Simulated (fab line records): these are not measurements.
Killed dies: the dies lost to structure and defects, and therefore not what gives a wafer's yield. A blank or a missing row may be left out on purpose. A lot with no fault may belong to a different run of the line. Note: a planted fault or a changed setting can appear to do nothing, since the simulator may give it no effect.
Split-lot trial :: flow n5Finfet :: 21 wafers read across 7 lots, on a route 1938 steps long

ABOUT THE SPLIT
At N5_MOL_CONTACT_COAG_EXPOSE_05 (exposes mask CA, defocus 0 nm), the setting doseMj was moved away from the recipe's 38.25 on 6 of the 21 wafers read, by -6.2% to +4.5%. This setting was run at the recipe's value on the other wafers.

FROM THE SPLIT TO THE READING: what the file shows between them, 14 steps
- N5_MOL_CONTACT_COAG_PEB_06: peb time 60 s
- N5_MOL_CONTACT_COAG_DEVELOP_07: develop time 30 s
- N5_MOL_CONTACT_COAG_CD_MEAS_08: target cd 28 nm
- N5_MOL_CONTACT_COAG_DESCUM_13: chemistry O2, time 7 s
- N5_MOL_CONTACT_COAG_ETCH_59: etches underlayer in N2/H2, target depth 13 nm, time 10.4 s
- N5_MOL_CONTACT_COAG_ETCH_105: etches SiARC in CF4, target depth 15.6 nm, time 26 s
- N5_MOL_CONTACT_COAG_ETCH_106: etches SOC in N2/H2, target depth 80 nm, overetch 16 nm, time 120 s
- N5_MOL_CONTACT_COAG_STRIP_107: strips in N2/H2
- N5_MOL_CONTACT_COAG_STRIP_108: strips in N2/H2
- N5_MOL_CONTACT_COAG_CONTACT_ETCH_14: etches SiO2 in C4F6/O2, target depth 27.5 nm, overetch 8.5 nm, time 20 s
- N5_MOL_CONTACT_COAG_STRIP_109: strips in C4F6/O2
- N5_MOL_CONTACT_COAG_ETCH_15: etches SiNx in CH3F/O2, stops on Si:P, target depth 7 nm
- N5_MOL_CONTACT_COAG_ETCH_110: etches Si in CF4/O2, target depth 2.5 nm, time 8 s
- N5_MOL_CONTACT_COAG_STRIP_98: strips in N2/H2

THE READING
cdNm at N5_MOL_CONTACT_COAG_CD_MEAS_99, given in nm (cd target 17.2 nm). Typical for fault-free wafers on this fab line: 17.1 nm, with standard deviation 0.31 nm.

wafer: L079.1
tool, chamber at the split: euvScanner-01, 0
doseMj as run: 38.25
against the recipe: recipe
cdNm, nm: 17.1
against lot-mates on the recipe: -

wafer: L079.2
tool, chamber at the split: euvScanner-01, 0
doseMj as run: 35.87
against the recipe: -6.2%
cdNm, nm: 15.8
against lot-mates on the recipe: -1.2

wafer: L079.5
tool, chamber at the split: euvScanner-01, 0
doseMj as run: 38.25
against the recipe: recipe
cdNm, nm: 17.0
against lot-mates on the recipe: -

wafer: L081.2
tool, chamber at the split: euvScanner-01, 0
doseMj as run: 38.25
against the recipe: recipe
cdNm, nm: 17.4
against lot-mates on the recipe: -

wafer: L081.3
tool, chamber at the split: euvScanner-01, 0
doseMj as run: 38.25
against the recipe: recipe
cdNm, nm: 17.1
against lot-mates on the recipe: -

wafer: L081.6
tool, chamber at the split: euvScanner-01, 0
doseMj as run: 38.25
against the recipe: recipe
cdNm, nm: 17.7
against lot-mates on the recipe: -

wafer: L083.4
tool, chamber at the split: euvScanner-01, 0
doseMj as run: 36.46
against the recipe: -4.7%
cdNm, nm: 16.1
against lot-mates on the recipe: -0.8

wafer: L083.5
tool, chamber at the split: euvScanner-01, 0
doseMj as run: 38.25
against the recipe: recipe
cdNm, nm: 16.9
against lot-mates on the recipe: -

wafer: L083.6
tool, chamber at the split: euvScanner-01, 0
doseMj as run: 38.25
against the recipe: recipe
cdNm, nm: 17.0
against lot-mates on the recipe: -

wafer: L089.1
tool, chamber at the split: euvScanner-02, 0
doseMj as run: 38.25
against the recipe: recipe
cdNm, nm: 16.9
against lot-mates on the recipe: -

wafer: L089.4
tool, chamber at the split: euvScanner-02, 0
doseMj as run: 38.25
against the recipe: recipe
cdNm, nm: 17.4
against lot-mates on the recipe: -

wafer: L089.6
tool, chamber at the split: euvScanner-02, 0
doseMj as run: 38.25
against the recipe: recipe
cdNm, nm: 16.7
against lot-mates on the recipe: -

wafer: L091.1
tool, chamber at the split: euvScanner-01, 0
doseMj as run: 37.1
against the recipe: -3.0%
cdNm, nm: 16.7
against lot-mates on the recipe: -0.3

wafer: L091.3
tool, chamber at the split: euvScanner-01, 0
doseMj as run: 38.25
against the recipe: recipe
cdNm, nm: 17.1
against lot-mates on the recipe: -

wafer: L091.4
tool, chamber at the split: euvScanner-01, 0
doseMj as run: 38.25
against the recipe: recipe
cdNm, nm: 16.8
against lot-mates on the recipe: -

wafer: L094.1
tool, chamber at the split: euvScanner-01, 0
doseMj as run: 38.25
against the recipe: recipe
cdNm, nm: 16.5
against lot-mates on the recipe: -

wafer: L094.4
tool, chamber at the split: euvScanner-01, 0
doseMj as run: 38.25
against the recipe: recipe
cdNm, nm: 16.8
against lot-mates on the recipe: -

wafer: L094.6
tool, chamber at the split: euvScanner-01, 0
doseMj as run: 39.99
against the recipe: +4.5%
cdNm, nm: 17.6
against lot-mates on the recipe: +1.0

wafer: L095.1
tool, chamber at the split: euvScanner-02, 0
doseMj as run: 39.57
against the recipe: +3.5%
cdNm, nm: 17.8
against lot-mates on the recipe: +0.5

wafer: L095.3
tool, chamber at the split: euvScanner-02, 0
doseMj as run: 39.57
against the recipe: +3.5%
cdNm, nm: 17.9
against lot-mates on the recipe: +0.6

wafer: L095.6
tool, chamber at the split: euvScanner-02, 0
doseMj as run: 38.25
against the recipe: recipe
cdNm, nm: 17.3
against lot-mates on the recipe: -

FIT RESULTS
A straight line over all 21 wafers: cdNm changes by +0.187 nm for each +1% of doseMj; r = +0.85; the points scatter about the line by 0.28 nm.
The same after taking each lot's own level away (the mean of its wafers on the recipe; 21 wafers): +0.181 nm for each +1%; r = +0.92; scatter 0.19 nm.
On that fit, the largest move of doseMj shifts the reading by 1.1 nm.
Measured against the standard deviation above, the lots' own levels, which go from 16.65 to 17.40 nm, span 2.4 times it.
The two slopes are in agreement: the lot-to-lot level therefore moves the slope only a little.
Check: with one of the wafers moved furthest among these (-6.2%) left out of the fit, the line predicts -1.04 nm for it against its lot-mates. It came out at -1.25 nm against them.

THE WHOLE CHAIN: every reading that the file lists as answering this split, in the file's order
step: N5_MOL_CONTACT_COAG_CD_MEAS_08
what it does: target cd 28 nm
reading: cdNm
change (the file's fit): +0.217 nm for each +1% of the setting
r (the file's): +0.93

step: N5_MOL_CONTACT_COAG_ETCH_59
what it does: etches underlayer in N2/H2, target depth 13 nm, time 10.4 s
reading: MOL_CONTACT_COAG.cdOffsetNm (the simulator's own value, which no gauge read)
change (the file's fit): +0.204 nm for each +1% of the setting
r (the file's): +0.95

step: N5_MOL_CONTACT_COAG_ETCH_105
what it does: etches SiARC in CF4, target depth 15.6 nm, time 26 s
reading: MOL_CONTACT_COAG.cdOffsetNm (the simulator's own value, which no gauge read)
change (the file's fit): +0.192 nm for each +1% of the setting
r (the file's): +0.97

step: N5_MOL_CONTACT_COAG_CONTACT_ETCH_14
what it does: etches SiO2 in C4F6/O2, target depth 27.5 nm, overetch 8.5 nm, time 20 s
reading: MOL_CONTACT_COAG.cdOffsetNm (the simulator's own value, which no gauge read)
change (the file's fit): +0.177 nm for each +1% of the setting
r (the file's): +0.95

step: N5_MOL_CONTACT_COAG_ETCH_15
what it does: etches SiNx in CH3F/O2, stops on Si:P, target depth 7 nm
reading: MOL_CONTACT_COAG.cdOffsetNm (the simulator's own value, which no gauge read)
change (the file's fit): +0.207 nm for each +1% of the setting
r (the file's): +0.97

step: N5_MOL_CONTACT_COAG_CD_MEAS_99
what it does: target cd 17.2 nm
reading: cdNm
change (the file's fit): +0.184 nm for each +1% of the setting
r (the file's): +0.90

FILE'S OWN FIT
cdNm changes by +0.184 nm for each +1% of doseMj, r = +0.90.
